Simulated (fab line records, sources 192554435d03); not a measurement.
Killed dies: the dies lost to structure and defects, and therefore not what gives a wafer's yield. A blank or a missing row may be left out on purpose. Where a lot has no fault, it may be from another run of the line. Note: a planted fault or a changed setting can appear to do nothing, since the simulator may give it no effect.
Split-lot trial ; flow n5 finfet ; 21 wafers read from 7 lots, route of 1938 steps

== THE SPLIT ==
At N5_SDB_COAT_03 (time 60 s, resist thk 100 nm), the setting spin rpm was moved away from the recipe's 1500 rpm on 6 of the 21 wafers read, by -5.2% to +5.3%. For the rest of the wafers, this setting stayed at what the recipe calls for.

Reading taken at the split's own step.

== THE READING ==
SOC_of_SDB_COAT_03.thk nm (the simulator's own value, which no gauge read), in nm, at N5_SDB_COAT_03 (time 60 s, resist thk 100 nm). There is no usual value for it anywhere in the file. Average 100.0 nm, standard deviation 0.26 nm, over the 15 wafers here run with the recipe.

wafer;tool, chamber at the split;spin rpm as run, rpm;against the recipe;SOC_of_SDB_COAT_03.thk nm, nm;against lot-mates on the recipe
L075.2;litho track-01, 0;1500;recipe;100;-
L075.4;litho track-01, 0;1500;recipe;99.4;-
L075.6;litho track-01, 0;1422;-5.2%;102.4;+2.7
L076.3;litho track-01, 0;1579;+5.3%;97.6;no lot-mate on the recipe
L076.4;litho track-01, 0;1579;+5.3%;97.6;no lot-mate on the recipe
L076.6;litho track-01, 0;1579;+5.3%;97.8;no lot-mate on the recipe
L078.2;litho track-03, 0;1500;recipe;99.8;-
L078.6;litho track-03, 0;1500;recipe;99.8;-
L078.4;litho track-03, 0;1500;recipe;100;-
L080.3;litho track-03, 0;1500;recipe;99.8;-
L080.4;litho track-03, 0;1500;recipe;100.2;-
L080.6;litho track-03, 0;1500;recipe;100;-
L088.2;litho track-03, 0;1500;recipe;99.8;-
L088.5;litho track-03, 0;1500;recipe;99.8;-
L088.6;litho track-03, 0;1500;recipe;99.8;-
L090.2;litho track-02, 0;1500;recipe;100.2;-
L090.3;litho track-02, 0;1500;recipe;100.4;-
L090.6;litho track-02, 0;1500;recipe;100.4;-
L091.2;litho track-03, 0;1422;-5.2%;102.8;+2.6
L091.3;litho track-03, 0;1422;-5.2%;102.8;+2.6
L091.5;litho track-03, 0;1500;recipe;100.2;-

THE FIT
A straight line over all 21 wafers: SOC_of_SDB_COAT_03.thk nm changes by -0.478 nm for each +1% of spin rpm; r = -0.98; the points scatter about the line by 0.27 nm.
The same after taking each lot's own level away (the mean of its wafers on the recipe; 18 wafers): -0.506 nm for each +1%; r = -0.99; scatter 0.14 nm.
According to that fit, moving spin rpm by its largest amount changes the reading by 2.7 nm.
The lots' own levels span 99.70 to 100.33 nm, that is 2.4 times the standard deviation above.
Hence the lot-to-lot level has little effect on the slope; both slopes agree.
Check: with one of the wafers moved furthest among these (-5.2%) left out of the fit, the line predicts +2.6 nm for it against its lot-mates. Against them it came out at +2.7 nm.

== ADDITIONAL SPLITS CARRIED BY THESE WAFERS ==
Before the reading, these wafers also passed through other splits. Each is held against what the fit with the lots' levels taken away leaves over:
other split on the same wafers;wafers away from the commonest value;r with SOC_of_SDB_COAT_03.thk nm (lot level and that fit taken away)
N5_ZERO_LAYER_COAT_05 spin rpm;12;+0.15
N5_ZERO_LAYER_EXPOSE_08 dose mj;5;+0.08
N5_PMOS_HMC_CHANNEL_EPI_PEB_07 peb time s;7;+0.15
N5_PMOS_HMC_CHANNEL_EPI_DEVELOP_08 develop time s;9;+0.19
N5_FIN_SAQP_MANDREL_ETCH_22 icp w;6;+0.18
N5_FIN_SAQP_SPACER1_ALD_24 ald cycles;4;+0.21
N5_DUMMY_GATE_DESCUM_20 time s;6;+0.17
N5_DUMMY_GATE_ETCH_31 target depth a;6;+0.03
N5_SD_EPI_P_COAT_34 spin rpm;6;-0.22

== FILE'S OWN FIT ==
SOC_of_SDB_COAT_03.thk nm changes by -0.51 nm for each +1% of spin rpm, r = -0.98.
